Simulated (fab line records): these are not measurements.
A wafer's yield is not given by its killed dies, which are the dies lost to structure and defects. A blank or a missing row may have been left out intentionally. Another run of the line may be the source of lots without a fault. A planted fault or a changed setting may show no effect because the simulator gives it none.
Chamber matching -- flow nand-harc -- 4 sister chambers for NHARC_A_CHANNEL_FILL_D1_ETCHBACK_20 on rie-diel-03
The step etches the open film in C4F8/O2/Ar, target depth 27 nm, time 13.5 s. 18 wafers are shown with their chamber, then 9 later ones without.

## WAFERS WITH THEIR CHAMBER
wafer,chamber,rf-vpp-V (V),bias-w (W),chamber-pressure-mTorr (mTorr)
L075.2,3,979,1506,24.987
L075.3,0,986,1497,24.990
L075.6,1,985,1502,25.023
L079.1,0,985,1498,24.981
L079.4,2,986,1504,25.001
L079.6,0,984,1496,24.985
L083.3,0,985,1513,24.984
L083.4,2,987,1502,24.987
L083.6,0,985,1509,25.021
L081.1,0,985,1500,24.992
L081.3,2,985,1495,24.992
L081.6,2,985,1502,25.021
L087.1,3,978,1505,25.028
L087.2,0,983,1505,25.011
L087.3,1,985,1500,24.983
L090.1,0,985,1509,24.986
L090.2,1,985,1502,24.955
L090.4,3,979,1507,25.001

SIGNATURES, as means of the wafers listed above
reading,chamber 0,chamber 1,chamber 2,chamber 3,scatter within a chamber
rf-vpp-V,984.75,985.00,985.75,978.67,0.798
bias-w,1503.38,1501.33,1500.75,1506.00,4.97
chamber-pressure-mTorr,24.99375,24.98700,25.00025,25.00533,0.0195
Rule: for a wafer and a chamber, the distance is found by dividing, reading by reading, the gap between the wafer's reading and the chamber's mean by the reading's scatter, squaring, summing and taking the root. If the next closest chamber is less than 2 further off than the closest, the wafer can't be placed; otherwise it belongs to the closest. The scatter: take each reading less its chamber's mean, square it, sum over the shown wafers, divide by the number of wafers less the number of chambers, and take the root.

## WAFERS WITH NO CHAMBER GIVEN
wafer,rf-vpp-V (V),bias-w (W),chamber-pressure-mTorr (mTorr)
L093.1,986,1504,24.990
L093.2,985,1498,25.034
L093.3,985,1493,24.970
L094.1,987,1497,24.995
L094.3,984,1504,24.989
L094.5,986,1499,24.992
L097.1,987,1500,24.939
L097.2,985,1505,25.003
L097.3,979,1500,24.999

## WHICH CHAMBER EACH ONE RAN IN
wafer,from the rows above,in truth
L093.1,can't be placed: 2 or 1 or 0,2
L093.2,can't be placed: 2 or 0 or 1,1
L093.3,can't be placed: 1 or 2 or 0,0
L094.1,can't be placed: 2 or 1 or 0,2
L094.3,can't be placed: 0 or 1 or 2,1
L094.5,can't be placed: 2 or 1 or 0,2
L097.1,can't be placed: 2 or 1 or 0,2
L097.2,can't be placed: 0 or 1 or 2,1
L097.3,3,3
Placed correctly: 1 of 9. From these rows, 8 cannot be placed; in 8 the true chamber is one of the candidates. Number placed wrongly: 0.
